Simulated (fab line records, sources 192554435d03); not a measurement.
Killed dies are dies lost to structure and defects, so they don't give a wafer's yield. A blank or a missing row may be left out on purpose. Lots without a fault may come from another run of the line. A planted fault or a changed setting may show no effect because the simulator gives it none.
One fault seen from 3 desks | flow n5_finfet | each desk has only its own numbers; what lay behind them comes last

THE TOOL OWNER'S DESK: litho_track-01
The tool's own readings at N5_BEOL_M0_CUTY_COAT_50 (time 60 s, resist thk 15 nm): means of the sampled wafers that have a number, for each lot that ran on this tool. A lot is out of limits, marked OUT, if its mean lies more than 4 standard deviations from the usual mean; the brackets give that distance.
Columns: A = spin_speed_rpm at N5_BEOL_M0_CUTY_COAT_50, usual 1500.0 rpm
lot  | first seen here | A
L253 | day 6 05:25     | 1499.1
L263 | day 8 16:07     | 1217.8 (-99 or more) OUT
L266 | day 9 16:01     | 1217.5 (-99 or more) OUT
This desk's finding: out of limits on L263, L266; first on L263, day 8 16:07 (spin_speed_rpm at N5_BEOL_M0_CUTY_COAT_50). In limits: L253.

THE METROLOGY DESK
What the gauges read, lot by lot, whatever tool the lot ran on: means of the sampled wafers that have a number. A lot is out of limits, marked OUT, if its mean lies more than 4 standard deviations from the usual mean; the brackets give that distance. Of its 12 readings 7 are shown: those that lie furthest out on some lot.
Columns: A = M0_CUT1_OVL at N5_BEOL_M0_SAQP_OVL_MEAS_41, usual -0.4 nm; B = DIBL_N at N5_BEOL_M4_RC_MEAS_101, usual 36.3 mV/V; C = IOFF_N at N5_BEOL_M4_RC_MEAS_101, usual 0.157 nA/um; D = ION_P at N5_BEOL_M4_RC_MEAS_101, usual 461 uA/um; E = SS_N at N5_BEOL_M4_RC_MEAS_101, usual 71.5 mV/dec; F = SS_P at N5_BEOL_M4_RC_MEAS_101, usual 73.2 mV/dec; G = VT_P at N5_BEOL_M4_RC_MEAS_101, usual -250.6 mV
lot  | first seen here | A    | B    | C     | D   | E    | F    | G
L253 | day 6 04:19     | -1.1 | 36.3 | 0.162 | 467 | 71.4 | 73.8 | -250.4
L256 | day 7 01:45     | -0.0 | 35.9 | 0.152 | 459 | 71.2 | 73.5 | -250.8
L263 | day 8 14:56     | -0.8 | 37.0 | 0.165 | 460 | 72.6 | 73.3 | -251.4
L266 | day 9 14:56     | 0.2  | 36.5 | 0.152 | 470 | 71.4 | 72.8 | -246.3
L269 | day 10 03:18    | -1.2 | 36.4 | 0.152 | 465 | 71.3 | 73.0 | -248.5
L271 | day 10 19:43    | -1.0 | 34.9 | 0.136 | 462 | 71.3 | 73.2 | -250.4
This desk's finding: nothing out of limits on any of the 6 lots.

THE DEFECT DESK
What the inspections along the route counted, lot by lot: means of the sampled wafers that have a number. A lot is out of limits, marked OUT, if its mean lies more than 4 standard deviations from the usual mean; the brackets give that distance.
Columns: A = raw_defect_count at N5_BEOL_M0_SAQP_INSPECT_42, usual 289
lot  | first seen here | A
L253 | day 6 04:24     | 321
L256 | day 7 01:50     | 274
L263 | day 8 15:01     | 314
L266 | day 9 15:02     | 298
L269 | day 10 03:23    | 274
L271 | day 10 19:48    | 303
This desk's finding: nothing out of limits on any of the 6 lots.

PUT TOGETHER
The tool owner's desk could have raised an alarm at day 8 16:07, on L263, L266.
The metrology desk saw nothing out of limits.
The defect desk saw nothing out of limits.
The metrology desk has L263, L266 on record, within its limits.
The defect desk has L263, L266 on record, within its limits.
Of the lots named, all ran N5_BEOL_M0_CUTY_COAT_50 on litho_track-01.

WHAT THE SIMULATOR HAD PUT IN
Process parameter drift: litho_track-01, from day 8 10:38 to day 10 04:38, at N5_BEOL_M0_CUTY_COAT_50. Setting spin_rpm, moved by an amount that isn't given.
Lots struck among those shown: L263, L266.
Hours from the fault's start to each desk's first reading out of limits: the tool owner's desk, 5.
